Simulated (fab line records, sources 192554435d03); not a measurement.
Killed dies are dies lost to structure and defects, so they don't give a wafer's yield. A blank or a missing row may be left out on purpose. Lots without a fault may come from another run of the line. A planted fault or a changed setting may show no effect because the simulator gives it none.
Which tool did it? | flow n5_finfet | 10 lots, 30 wafers sampled, at 5 steps of a route of 1938

WHAT THE GAUGES READ, wafer by wafer
N5_PASSIVATION_CD_MEAS_30: target cd 4000 nm.
lot  | measured     | on        | cd_nm (nm)
L631 | day 14 19:43 | cd_sem-02 | 4001.4 3997.5 3997.5
L633 | day 15 08:12 | cd_sem-02 | 4002.6 3999.8 3998.9
L634 | day 15 18:15 | cd_sem-02 | 4001.8 4002.1 3999.6
L635 | day 17 02:07 | cd_sem-01 | 4001.5 3999.8 3996.6
L639 | day 17 03:13 | cd_sem-01 | 4001.5 3997.8 4000.5
L640 | day 17 03:35 | cd_sem-02 | 3996.3 4001.5 3999.1
L644 | day 18 18:35 | cd_sem-01 | 3995.2 3995.2 4001.2
L651 | day 19 19:04 | cd_sem-02 | 4000.5 3997.7 3999.9
L649 | day 20 07:49 | cd_sem-01 | 4022.2 4020.0 4016.3
L652 | day 21 23:46 | cd_sem-02 | 4022.7 4019.4 4023.2

N5_PASSIVATION_INSPECT_64: inspects for defects (macro).
lot  | measured     | on                | raw_defect_count
L631 | day 14 19:47 | defect_inspect-02 | 0 2 3
L633 | day 15 08:16 | defect_inspect-02 | 1 1 5
L634 | day 15 18:19 | defect_inspect-02 | 0 3 5
L635 | day 17 02:10 | defect_inspect-01 | 3 1 2
L639 | day 17 03:16 | defect_inspect-01 | 2 4 1
L640 | day 17 03:38 | defect_inspect-01 | 1 0 3
L644 | day 18 18:40 | defect_inspect-02 | 2 2 0
L651 | day 19 19:07 | defect_inspect-02 | 2 1 3
L649 | day 20 07:52 | defect_inspect-01 | 2 5 5
L652 | day 21 23:49 | defect_inspect-02 | 4 4 1

WHICH TOOL RAN EACH LOT (tool, then ch and the chambers of the sampled wafers, then the start)
lot  | N5_PASSIVATION_DESCUM_12           | N5_PASSIVATION_DEGAS_18      | N5_PASSIVATION_EXPOSE_27
L631 | rie_diel-06 ch 2,3, day 14 18:22   | pvd_sputter-03, day 14 18:57 | krf_scanner-01 ch 0, day 14 19:34
L633 | rie_diel-06 ch 0,3, day 15 06:51   | pvd_sputter-03, day 15 07:26 | krf_scanner-02 ch 0, day 15 08:02
L634 | rie_diel-02 ch 0,2,3, day 15 16:38 | pvd_sputter-03, day 15 17:29 | krf_scanner-01 ch 0, day 15 18:05
L635 | rie_diel-06 ch 0,2,3, day 16 21:13 | pvd_sputter-03, day 17 01:28 | krf_scanner-02 ch 0, day 17 01:56
L639 | rie_diel-03 ch 0,2,3, day 17 01:48 | pvd_sputter-03, day 17 02:34 | krf_scanner-02 ch 0, day 17 03:02
L640 | rie_diel-06 ch 0,2,3, day 17 01:53 | pvd_sputter-01, day 17 02:49 | krf_scanner-01 ch 0, day 17 03:25
L644 | rie_diel-02 ch 0,2, day 18 17:04   | pvd_sputter-01, day 18 17:48 | krf_scanner-01 ch 0, day 18 18:25
L651 | rie_diel-03 ch 0,2,3, day 19 17:26 | pvd_sputter-01, day 19 18:24 | krf_scanner-01 ch 0, day 19 18:53
L649 | rie_diel-02 ch 0,2, day 20 05:47   | pvd_sputter-02, day 20 07:10 | krf_scanner-01 ch 0, day 20 07:38
L652 | rie_diel-02 ch 0,1,3, day 21 22:23 | pvd_sputter-02, day 21 23:07 | krf_scanner-01 ch 0, day 21 23:36
- N5_PASSIVATION_DESCUM_12: chemistry O2, time 7.9 s.
- N5_PASSIVATION_DEGAS_18: time 60 s.
- N5_PASSIVATION_EXPOSE_27: exposes mask PAD, defocus 0 nm.

WHAT THE TOOLS THEMSELVES READ (means of the sampled wafers that have a number; where no wafer has one, the mark that the record gives instead)
N5_PASSIVATION_DESCUM_12.
lot  | tool        | drypump_motor_current_A (A) | oes_product_au (a.u.) | rf_fwd_power_W (W) | rf_vpp_V (V) | showerhead_plenum_p_Torr (Torr) | throttle_valve_pct (%)
L631 | rie_diel-06 | 5.3                         | 0.84                  | 49.75              | 242.5        | 2.03                            | 20.06
L633 | rie_diel-06 | 5.7                         | 0.81                  | 49.85              | 243.0        | 2.03                            | 20.21
L634 | rie_diel-02 | 5.7                         | 0.78                  | 49.59              | 242.5        | 2.05                            | 20.61
L635 | rie_diel-06 | 5.6                         | 0.80                  | 49.69              | 243.1        | 2.06                            | 20.15
L639 | rie_diel-03 | 5.9                         | 0.79                  | 49.56              | 243.4        | 2.15                            | 20.25
L640 | rie_diel-06 | 5.6                         | 0.80                  | 49.72              | 243.2        | 2.06                            | 20.15
L644 | rie_diel-02 | 5.7                         | 0.77                  | 49.59              | 240.9        | 1.96                            | 20.61
L651 | rie_diel-03 | 5.8                         | 0.77                  | 49.53              | 244.1        | 2.14                            | 20.29
L649 | rie_diel-02 | 5.8                         | 0.81                  | 49.66              | 241.3        | 2.00                            | 20.62
L652 | rie_diel-02 | 5.7                         | 0.83                  | 49.75              | 242.7        | 2.07                            | 20.40

N5_PASSIVATION_DEGAS_18.
lot  | tool           | heater_power_w (W)
L631 | pvd_sputter-03 | 420
L633 | pvd_sputter-03 | 461
L634 | pvd_sputter-03 | 439
L635 | pvd_sputter-03 | 426
L639 | pvd_sputter-03 | 426
L640 | pvd_sputter-01 | 453
L644 | pvd_sputter-01 | 467
L651 | pvd_sputter-01 | 453
L649 | pvd_sputter-02 | 506
L652 | pvd_sputter-02 | 486

N5_PASSIVATION_EXPOSE_27.
lot  | tool           | exposure_dose_mJ_cm2
L631 | krf_scanner-01 | 32.31
L633 | krf_scanner-02 | 32.34
L634 | krf_scanner-01 | 32.31
L635 | krf_scanner-02 | 32.28
L639 | krf_scanner-02 | 32.33
L640 | krf_scanner-01 | 32.29
L644 | krf_scanner-01 | 32.27
L651 | krf_scanner-01 | 32.25
L649 | krf_scanner-01 | 36.77
L652 | krf_scanner-01 | 36.70

THE ANSWER, worked out from the rows above alone
Rule: what is usual is taken from the lots themselves. Put in order of their means at a reading, lots are off if they are a third of the lots or fewer, leave a main group of 4 or more, and stand apart from it by a gap of 3 or more times the standard deviation of the main group's means; of several such gaps the widest counts. A main group whose means are all the same, to the digits that the tables above print for the reading, isn't used. A lot without any number at a reading at which 4 lots or more have one is off too. The other lots that the step has rows for count as sound. The gauges are gone through in route order, then the tools' own readings, and for those a lot's mean is taken as printed above. The first step at which some lot is off is used, and at that step the reading that is off furthest; a lot without a number counts as furthest.
Off: L649, L652, at N5_PASSIVATION_CD_MEAS_30 (cd_nm). The main group: mean 3999.4 nm, standard deviation 1.1.
A tool fits if, at a process step before that reading, it ran every lot that is off, and no sound lot after the first of them. The gauges at N5_PASSIVATION_CD_MEAS_30 aren't tried: what is off there is off at N5_PASSIVATION_EXPOSE_27 too, on other tools, and a gauge's error can't cause that. Can't be told from this: 3 tools fit, rie_diel-02 at N5_PASSIVATION_DESCUM_12, pvd_sputter-02 at N5_PASSIVATION_DEGAS_18, krf_scanner-01 at N5_PASSIVATION_EXPOSE_27.

WHAT THE SIMULATOR HAD PUT IN
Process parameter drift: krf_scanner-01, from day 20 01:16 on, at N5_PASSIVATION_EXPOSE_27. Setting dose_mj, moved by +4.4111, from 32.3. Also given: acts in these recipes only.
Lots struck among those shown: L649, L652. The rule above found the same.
